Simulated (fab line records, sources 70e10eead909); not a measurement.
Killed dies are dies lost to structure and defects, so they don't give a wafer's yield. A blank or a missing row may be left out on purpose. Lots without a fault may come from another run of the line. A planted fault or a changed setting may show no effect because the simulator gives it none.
Which tool did it? | flow nand_harc | 11 lots, 33 wafers sampled, at 6 steps of a route of 1302

WHAT THE GAUGES READ, wafer by wafer
NHARC_P_GATE_CD_MEAS_11: target cd 1640 nm. Usual: cd_nm 1640.3 nm, standard deviation 2.2.
lot  | measured     | on        | cd_nm (nm)           | flag
L789 | day 5 04:15  | cd_sem-02 | 1638.4 1639.0 1636.7 |
L791 | day 5 23:41  | cd_sem-03 | 1637.6 1636.5 1639.4 |
L792 | day 6 15:45  | cd_sem-01 | 1640.4 1641.1 1638.8 |
L793 | day 6 20:01  | cd_sem-03 | - - -                | OFF
L794 | day 7 08:53  | cd_sem-01 | 1641.9 1639.0 1640.4 |
L801 | day 10 14:59 | cd_sem-02 | 1637.9 1636.4 1637.1 |
L802 | day 10 15:08 | cd_sem-01 | 1636.4 1638.7 1636.6 |
L803 | day 11 05:29 | cd_sem-02 | 1638.8 1641.7 1640.9 |
L804 | day 12 00:31 | cd_sem-03 | 1640.7 1638.7 1640.0 |
L808 | day 13 01:26 | cd_sem-01 | 1640.5 1638.8 1640.5 |
L809 | day 13 17:46 | cd_sem-01 | 1639.4 1635.3 1637.8 |

NHARC_P_GATE_OVL_MEAS_27. Usual: overlay_x_nm 0.1 nm, standard deviation 0.64; overlay_y_nm 0.2 nm, standard deviation 0.92.
lot  | measured     | on         | overlay_x_nm (nm) | overlay_y_nm (nm) | flag
L789 | day 5 18:25  | overlay-02 | 0.7 0.9 0.7       | -1.1 -0.7 -0.9    |
L791 | day 6 15:38  | overlay-01 | 0.1 0.7 0.0       | 1.2 1.1 0.7       |
L792 | day 7 08:21  | overlay-02 | -1.3 -1.4 -1.7    | 0.3 0.5 0.4       |
L793 | day 7 10:28  | overlay-01 | 0.4 0.5 0.6       | 0.0 0.2 0.2       |
L794 | day 8 01:31  | overlay-01 | 0.8 -0.2 0.5      | 1.4 1.9 1.5       |
L801 | day 11 04:54 | overlay-02 | -0.1 0.3 0.2      | 1.5 1.6 1.8       |
L802 | day 11 05:40 | overlay-02 | 0.3 -0.2 -0.2     | 1.5 2.1 2.1       |
L803 | day 11 20:34 | overlay-02 | -0.3 -0.2 0.1     | -2.0 -2.2 -1.6    |
L804 | day 12 14:30 | overlay-01 | 1.2 1.1 1.1       | 0.7 0.0 0.5       |
L808 | day 13 15:30 | overlay-02 | 1.2 0.7 1.3       | -0.1 0.5 0.6      |
L809 | day 14 08:04 | overlay-01 | -0.9 -0.7 -0.5    | 0.8 1.0 0.3       |

NHARC_END_SORT_01. Usual: killed_at_array 57, standard deviation 20; killed_at_other 1.0, standard deviation 1.5; killed_at_periphery 3.5, standard deviation 2.5; killed_dies 62, standard deviation 21; killed_open 3.5, standard deviation 1.9; killed_short 2.4, standard deviation 1.6.
lot  | measured     | on        | killed_at_array | killed_at_other | killed_at_periphery | killed_dies | killed_open | killed_short | flag
L793 | day 27 15:23 | prober-01 | 82 73 83        | 7 5 4           | 588 599 590         | 677 677 677 | 3 3 5       | 2 4 2        | OFF
L802 | day 30 15:40 | prober-02 | 59 54 52        | 0 0 0           | 2 1 3               | 61 55 55    | 3 3 7       | 1 3 3        |

WHICH TOOL RAN EACH LOT (tool, then ch and the chambers of the sampled wafers, then the start)
lot  | NHARC_P_STI_ETCH_42                | NHARC_P_GATE_EXPOSE_08            | NHARC_P_GATE_DESCUM_13
L789 | rie_diel-11 ch 0,2,3, day 3 15:34  | krf_scanner-04 ch 0, day 5 04:05  | rie_diel-03 ch 0,2,3, day 5 04:26
L791 | rie_diel-09 ch 0,3, day 4 11:25    | krf_scanner-03 ch 0, day 5 23:32  | rie_diel-03 ch 1,2,3, day 5 23:52
L792 | rie_diel-09 ch 1,2,3, day 4 23:43  | krf_scanner-02 ch 0, day 6 15:36  | rie_diel-05 ch 0,2,3, day 6 15:56
L793 | rie_diel-09 ch 1,2,3, day 5 07:13  | krf_scanner-04 ch 0, day 6 19:52  | rie_diel-05 ch 1,2,3, day 6 20:10
L794 | rie_diel-11 ch 1,2,3, day 5 18:44  | krf_scanner-04 ch 0, day 7 08:44  | rie_diel-02 ch 0,1,3, day 7 09:04
L801 | rie_diel-11 ch 1,2,3, day 8 15:04  | krf_scanner-02 ch 0, day 10 14:50 | rie_diel-03 ch 0,2,3, day 10 15:11
L802 | rie_diel-11 ch 0,1,3, day 9 01:01  | krf_scanner-03 ch 0, day 10 14:59 | rie_diel-03 ch 0,2,3, day 10 15:18
L803 | rie_diel-10 ch 1,2, day 9 11:14    | krf_scanner-04 ch 0, day 11 05:20 | rie_diel-03 ch 0,2,3, day 11 05:38
L804 | rie_diel-09 ch 2,3, day 9 22:29    | krf_scanner-02 ch 0, day 12 00:21 | rie_diel-02 ch 0,1,2, day 12 00:42
L808 | rie_diel-10 ch 0,2,3, day 11 14:46 | krf_scanner-04 ch 0, day 13 01:17 | rie_diel-02 ch 1,3, day 13 01:36
L809 | rie_diel-10 ch 0,1,2, day 12 00:25 | krf_scanner-04 ch 0, day 13 17:37 | rie_diel-03 ch 1,2, day 13 17:55
- NHARC_P_STI_ETCH_42: etches the open film in N2/H2, target depth 80 nm, overetch 24 nm, time 61 s.
- NHARC_P_GATE_EXPOSE_08: exposes mask P HV.
- NHARC_P_GATE_DESCUM_13: chemistry O2, time 3 s.

WHAT THE TOOLS THEMSELVES READ (means of the sampled wafers that have a number; where no wafer has one, the mark that the record gives instead)
NHARC_P_STI_ETCH_42. Usual: drypump_motor_current_A 5.59 A, standard deviation 0.29; h2_flow_sccm 150.0 sccm, standard deviation 0.45; oes_product_au 1.002 a.u., standard deviation 0.011; rf_vpp_V 430.0 V, standard deviation 2.4; showerhead_plenum_p_Torr 2.02 Torr, standard deviation 0.078; throttle_valve_pct 14.170 %, standard deviation 0.0084.
lot  | tool        | drypump_motor_current_A (A) | h2_flow_sccm (sccm) | oes_product_au (a.u.) | rf_vpp_V (V) | showerhead_plenum_p_Torr (Torr) | throttle_valve_pct (%) | flag
L789 | rie_diel-11 | 5.64                        | 149.9               | 1.005                 | 428.8        | 1.97                            | 14.171                 |
L791 | rie_diel-09 | 5.72                        | 149.6               | 0.986                 | 431.9        | 2.11                            | 14.174                 |
L792 | rie_diel-09 | 5.83                        | 149.7               | 0.998                 | 429.7        | 2.02                            | 14.174                 |
L793 | rie_diel-09 | 5.82                        | 150.4               | 1.006                 | 429.8        | 2.02                            | 14.170                 |
L794 | rie_diel-11 | 5.63                        | 150.2               | 1.005                 | 430.1        | 2.03                            | 14.168                 |
L801 | rie_diel-11 | 5.64                        | 149.8               | 1.006                 | 430.2        | 2.02                            | 14.178                 |
L802 | rie_diel-11 | 5.74                        | 149.9               | 1.005                 | 430.4        | 2.03                            | 14.163                 |
L803 | rie_diel-10 | 5.24                        | 150.3               | 1.022                 | 428.2        | 1.97                            | 14.164                 |
L804 | rie_diel-09 | 5.96                        | 149.6               | 0.998                 | 431.4        | 2.07                            | 14.175                 |
L808 | rie_diel-10 | 5.53                        | 149.5               | 0.996                 | 429.5        | 2.03                            | 14.171                 |
L809 | rie_diel-10 | 5.31                        | 149.9               | 0.997                 | 429.6        | 2.02                            | 14.173                 |

NHARC_P_GATE_EXPOSE_08. Usual: focus_offset_nm -0.1 nm, standard deviation 0.54.
lot  | tool           | focus_offset_nm (nm) | flag
L789 | krf_scanner-04 | -0.1                 |
L791 | krf_scanner-03 | -0.8                 |
L792 | krf_scanner-02 | -0.4                 |
L793 | krf_scanner-04 | -0.2                 |
L794 | krf_scanner-04 | 0.0                  |
L801 | krf_scanner-02 | -0.0                 |
L802 | krf_scanner-03 | -0.3                 |
L803 | krf_scanner-04 | 0.1                  |
L804 | krf_scanner-02 | -1.0                 |
L808 | krf_scanner-04 | 0.1                  |
L809 | krf_scanner-04 | -0.0                 |

NHARC_P_GATE_DESCUM_13. Usual: drypump_motor_current_A 5.6 A, standard deviation 0.42; o2_flow_sccm 200.1 sccm, standard deviation 0.57; oes_product_au 0.998 a.u., standard deviation 0.0083; rf_vpp_V 57.7 V, standard deviation 0.94; showerhead_plenum_p_Torr 1.93 Torr, standard deviation 0.073; throttle_valve_pct 11.312 %, standard deviation 0.01.
lot  | tool        | drypump_motor_current_A (A) | o2_flow_sccm (sccm) | oes_product_au (a.u.) | rf_vpp_V (V) | showerhead_plenum_p_Torr (Torr) | throttle_valve_pct (%) | flag
L789 | rie_diel-03 | 5.6                         | 199.7               | 0.995                 | 57.9         | 1.97                            | 11.303                 |
L791 | rie_diel-03 | 5.9                         | 200.4               | 0.994                 | 58.1         | 1.90                            | 11.312                 |
L792 | rie_diel-05 | 5.7                         | 199.9               | 0.997                 | 57.8         | 1.96                            | 11.305                 |
L793 | rie_diel-05 | 5.8                         | 200.0               | 0.997                 | 56.9         | 1.94                            | 11.308                 |
L794 | rie_diel-02 | 5.5                         | 199.8               | 0.992                 | 57.5         | 1.92                            | 11.314                 |
L801 | rie_diel-03 | 5.6                         | 200.5               | 0.993                 | 56.5         | 1.97                            | 11.313                 |
L802 | rie_diel-03 | 5.6                         | 200.0               | 0.986                 | 57.8         | 1.97                            | 11.295                 |
L803 | rie_diel-03 | 5.6                         | 200.3               | 0.994                 | 58.1         | 1.97                            | 11.313                 |
L804 | rie_diel-02 | 5.5                         | 199.7               | 1.003                 | 57.5         | 1.87                            | 11.307                 |
L808 | rie_diel-02 | 5.5                         | 199.5               | 1.001                 | 57.5         | 1.98                            | 11.312                 |
L809 | rie_diel-03 | 6.1                         | 200.8               | 0.985                 | 56.9         | 1.87                            | 11.314                 |

THE ANSWER, worked out from the rows above alone
Rule: a lot is off if the mean of its wafers that have a number lies more than 3 standard deviations from the usual mean. A lot without any number at a reading at which 4 lots or more have one is off too. The other lots that the step has rows for count as sound. The gauges are gone through in route order, then the tools' own readings, and for those a lot's mean is taken as printed above. The first step at which some lot is off is used, and at that step the reading that is off furthest; a lot without a number counts as furthest.
Off: L793, at NHARC_P_GATE_CD_MEAS_11 (cd_nm). Without a number there: L793.
A tool fits if, at a process step before that reading, it ran every lot that is off, and no sound lot after the first of them. The gauges at NHARC_P_GATE_CD_MEAS_11 aren't tried: what is off there is off at NHARC_END_SORT_01 too, on other tools, and a gauge's error can't cause that. None of those tried fits.

WHAT THE SIMULATOR HAD PUT IN
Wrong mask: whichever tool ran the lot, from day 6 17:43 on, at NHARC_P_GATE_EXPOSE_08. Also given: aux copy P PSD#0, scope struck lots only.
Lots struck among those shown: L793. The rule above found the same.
